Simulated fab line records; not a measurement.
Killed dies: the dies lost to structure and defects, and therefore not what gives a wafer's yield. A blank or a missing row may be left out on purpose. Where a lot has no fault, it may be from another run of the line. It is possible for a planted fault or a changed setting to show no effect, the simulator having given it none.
Which of the tools did it? || flow nand-harc || 11 lots, 33 wafers sampled, at 4 steps of a route of 1302

== WHAT EACH GAUGE READ, for each wafer ==
NHARC_A_BONDPAD_THK_MEAS_20: measures by xrf.
{"lot": "L411", "measured": "day 23 04:19", "on": "film-metro-01", "thk-nm (nm)": "172.8 171.7 171.0"}
{"lot": "L413", "measured": "day 24 11:53", "on": "film-metro-02", "thk-nm (nm)": "173.9 171.4 171.5"}
{"lot": "L418", "measured": "day 26 04:38", "on": "film-metro-02", "thk-nm (nm)": "171.1 170.1 170.6"}
{"lot": "L421", "measured": "day 26 23:32", "on": "film-metro-01", "thk-nm (nm)": "165.9 166.8 167.6"}
{"lot": "L423", "measured": "day 27 20:06", "on": "film-metro-02", "thk-nm (nm)": "169.7 169.8 170.5"}
{"lot": "L426", "measured": "day 28 22:25", "on": "film-metro-01", "thk-nm (nm)": "396.2 403.4 396.1"}
{"lot": "L425", "measured": "day 29 00:00", "on": "film-metro-02", "thk-nm (nm)": "406.9 406.1 401.9"}
{"lot": "L429", "measured": "day 31 02:40", "on": "film-metro-02", "thk-nm (nm)": "170.0 168.7 166.7"}
{"lot": "L430", "measured": "day 31 04:04", "on": "film-metro-01", "thk-nm (nm)": "168.6 168.7 169.2"}
{"lot": "L433", "measured": "day 33 05:07", "on": "film-metro-01", "thk-nm (nm)": "170.5 167.8 170.2"}
{"lot": "L434", "measured": "day 33 08:23", "on": "film-metro-01", "thk-nm (nm)": "169.0 169.5 171.3"}

== WHAT TOOL EACH LOT RAN ON (gives the tool, then ch and the chambers of the sampled wafers, and finally the start) ==
{"lot": "L411", "NHARC_A_BONDPAD_ETCH_12": "rie-diel-03 ch 1,2,3, day 23 03:41 or earlier", "NHARC_A_BONDPAD_ANNEAL_28": "rtp-anneal-02 ch 0, day 23 03:41", "NHARC_A_BONDPAD_CMP_19": "cmp-01 ch 2,3, day 23 03:59"}
{"lot": "L413", "NHARC_A_BONDPAD_ETCH_12": "rie-diel-12 ch 0,2,3, day 24 11:23 or earlier", "NHARC_A_BONDPAD_ANNEAL_28": "rtp-anneal-01 ch 0, day 24 11:23", "NHARC_A_BONDPAD_CMP_19": "cmp-02 ch 0,3, day 24 11:34"}
{"lot": "L418", "NHARC_A_BONDPAD_ETCH_12": "rie-diel-12 ch 1,3, day 26 03:58 or earlier", "NHARC_A_BONDPAD_ANNEAL_28": "rtp-anneal-02 ch 0, day 26 03:58", "NHARC_A_BONDPAD_CMP_19": "cmp-02 ch 2,3, day 26 04:18"}
{"lot": "L421", "NHARC_A_BONDPAD_ETCH_12": "rie-diel-12 ch 1,2, day 26 22:55 or earlier", "NHARC_A_BONDPAD_ANNEAL_28": "rtp-anneal-02 ch 0, day 26 22:55", "NHARC_A_BONDPAD_CMP_19": "cmp-01 ch 0,1,2, day 26 23:15"}
{"lot": "L423", "NHARC_A_BONDPAD_ETCH_12": "rie-diel-12 ch 0,1, day 27 19:24 or earlier", "NHARC_A_BONDPAD_ANNEAL_28": "rtp-anneal-02 ch 0, day 27 19:24", "NHARC_A_BONDPAD_CMP_19": "cmp-02 ch 0,1,2, day 27 19:50"}
{"lot": "L426", "NHARC_A_BONDPAD_ETCH_12": "rie-diel-12 ch 0,1,3, day 28 21:45 or earlier", "NHARC_A_BONDPAD_ANNEAL_28": "rtp-anneal-01 ch 0, day 28 21:45", "NHARC_A_BONDPAD_CMP_19": "cmp-01 ch 0,1,2, day 28 22:05"}
{"lot": "L425", "NHARC_A_BONDPAD_ETCH_12": "rie-diel-12 ch 1,2, day 28 23:23 or earlier", "NHARC_A_BONDPAD_ANNEAL_28": "rtp-anneal-02 ch 0, day 28 23:23", "NHARC_A_BONDPAD_CMP_19": "cmp-01 ch 2,3, day 28 23:41"}
{"lot": "L429", "NHARC_A_BONDPAD_ETCH_12": "rie-diel-03 ch 1,2,3, day 31 02:07 or earlier", "NHARC_A_BONDPAD_ANNEAL_28": "rtp-anneal-01 ch 0, day 31 02:07", "NHARC_A_BONDPAD_CMP_19": "cmp-01 ch 0,1,2, day 31 02:23"}
{"lot": "L430", "NHARC_A_BONDPAD_ETCH_12": "rie-diel-12 ch 1,2,3, day 31 03:23 or earlier", "NHARC_A_BONDPAD_ANNEAL_28": "rtp-anneal-02 ch 0, day 31 03:23", "NHARC_A_BONDPAD_CMP_19": "cmp-01 ch 0,1,3, day 31 03:46"}
{"lot": "L433", "NHARC_A_BONDPAD_ETCH_12": "rie-diel-11 ch 0,1,2, day 33 04:29 or earlier", "NHARC_A_BONDPAD_ANNEAL_28": "rtp-anneal-02 ch 0, day 33 04:29", "NHARC_A_BONDPAD_CMP_19": "cmp-01 ch 0,1,3, day 33 04:53"}
{"lot": "L434", "NHARC_A_BONDPAD_ETCH_12": "rie-diel-12 ch 0,2,3, day 33 07:46 or earlier", "NHARC_A_BONDPAD_ANNEAL_28": "rtp-anneal-01 ch 0, day 33 07:46", "NHARC_A_BONDPAD_CMP_19": "cmp-02 ch 0,1,2, day 33 08:03"}
- NHARC_A_BONDPAD_ETCH_12: etches the open film in CHF3/O2, target depth 220 nm, time 110 s.
- NHARC_A_BONDPAD_ANNEAL_28: time 90 s.
- NHARC_A_BONDPAD_CMP_19: polishes, t overpolish 30 s, cu recess touch 16 s, target thk 169.82 nm.

== THE ANSWER, worked out from the rows above alone ==
Rule: what is usual is taken from the lots themselves. Put in order of their means at a reading, lots are off if they are a third of the lots or fewer, leave a main group of 4 or more, and stand apart from it by a gap of 3 or more times the standard deviation of the main group's means; of several such gaps the widest counts. A main group whose means are all the same, to the digits that the tables above print for the reading, isn't used. Also off: a lot with no number at a reading for which 4 or more lots have one. The other lots that the step has rows for count as sound.
Off, at NHARC_A_BONDPAD_THK_MEAS_20 on thk-nm: L426, L425. Main group: mean 169.8 nm, sd 1.6.
If a tool, at a process step before that reading, ran all the lots that are off and no sound lot after the first of them, it fits. Gauges at NHARC_A_BONDPAD_THK_MEAS_20: tried the same way as those tools. With no start given for some of its lots, NHARC_A_BONDPAD_ETCH_12 uses the hours and lot order of NHARC_A_BONDPAD_ANNEAL_28. None of those tried fits.

== WHAT THE SIMULATOR HAD PUT IN ==
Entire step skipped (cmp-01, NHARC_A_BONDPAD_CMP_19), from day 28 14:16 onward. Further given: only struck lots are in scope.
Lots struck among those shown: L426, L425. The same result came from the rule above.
